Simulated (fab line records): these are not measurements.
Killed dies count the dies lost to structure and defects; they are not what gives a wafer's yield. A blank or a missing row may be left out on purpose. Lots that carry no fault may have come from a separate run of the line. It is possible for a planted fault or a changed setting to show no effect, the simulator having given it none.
Chamber matching || flow n5-finfet || N5_FIN_SAQP_ETCH_52 on rie-diel-01: 4 sister chambers
The step etches SOC in N2/H2, target depth 100 nm, overetch 20 nm, time 150 s. 8 wafers are shown with their chamber, then 9 later ones without.

## WAFERS, EACH WITH ITS CHAMBER
{"wafer": "L080.3", "chamber": 0, "throttle-valve-pct (%)": 17.50, "drypump-motor-current-A (A)": 6.0}
{"wafer": "L084.5", "chamber": 1, "throttle-valve-pct (%)": 17.81, "drypump-motor-current-A (A)": 6.0}
{"wafer": "L088.1", "chamber": 3, "throttle-valve-pct (%)": 17.95, "drypump-motor-current-A (A)": 5.7}
{"wafer": "L088.2", "chamber": 0, "throttle-valve-pct (%)": 17.53, "drypump-motor-current-A (A)": 6.1}
{"wafer": "L088.6", "chamber": 2, "throttle-valve-pct (%)": 17.76, "drypump-motor-current-A (A)": 6.2}
{"wafer": "L091.1", "chamber": 1, "throttle-valve-pct (%)": 17.83, "drypump-motor-current-A (A)": 6.0}
{"wafer": "L091.4", "chamber": 2, "throttle-valve-pct (%)": 17.74, "drypump-motor-current-A (A)": 6.2}
{"wafer": "L091.6", "chamber": 3, "throttle-valve-pct (%)": 17.96, "drypump-motor-current-A (A)": 5.7}

## WAFERS WHOSE CHAMBER IS MISSING
{"wafer": "L092.1", "throttle-valve-pct (%)": 17.99, "drypump-motor-current-A (A)": 5.7}
{"wafer": "L092.2", "throttle-valve-pct (%)": 17.85, "drypump-motor-current-A (A)": 5.9}
{"wafer": "L092.3", "throttle-valve-pct (%)": 17.78, "drypump-motor-current-A (A)": 6.2}
{"wafer": "L094.1", "throttle-valve-pct (%)": 17.97, "drypump-motor-current-A (A)": 5.8}
{"wafer": "L094.4", "throttle-valve-pct (%)": 17.86, "drypump-motor-current-A (A)": 6.0}
{"wafer": "L094.6", "throttle-valve-pct (%)": 17.77, "drypump-motor-current-A (A)": 6.2}
{"wafer": "L097.1", "throttle-valve-pct (%)": 17.85, "drypump-motor-current-A (A)": 6.0}
{"wafer": "L097.4", "throttle-valve-pct (%)": 17.99, "drypump-motor-current-A (A)": 5.7}
{"wafer": "L097.6", "throttle-valve-pct (%)": 17.84, "drypump-motor-current-A (A)": 6.0}

## CHAMBER TAKEN BY EACH
{"wafer": "L092.1", "from the rows above": 3, "in truth": 3}
{"wafer": "L092.2", "from the rows above": 1, "in truth": 1}
{"wafer": "L092.3", "from the rows above": 2, "in truth": 2}
{"wafer": "L094.1", "from the rows above": 3, "in truth": 3}
{"wafer": "L094.4", "from the rows above": 1, "in truth": 1}
{"wafer": "L094.6", "from the rows above": 2, "in truth": 2}
{"wafer": "L097.1", "from the rows above": 1, "in truth": 1}
{"wafer": "L097.4", "from the rows above": 3, "in truth": 3}
{"wafer": "L097.6", "from the rows above": 1, "in truth": 1}
Placed correctly: 9 of 9. Not placeable from these rows: 0. Wrongly placed: 0.
How it was worked out, from the rows above alone: a wafer's distance from a chamber is the root of the sum, over the readings, of the square of ((its reading less the chamber's mean) divided by the reading's scatter). The wafer belongs to the nearest chamber; if the next one is less than 2 further off, it can't be placed. The mean given for a chamber averages the wafers shown for that chamber. The scatter: the root of (the sum of the squares of (reading less its chamber's mean) over the shown wafers, divided by (wafers less chambers)).
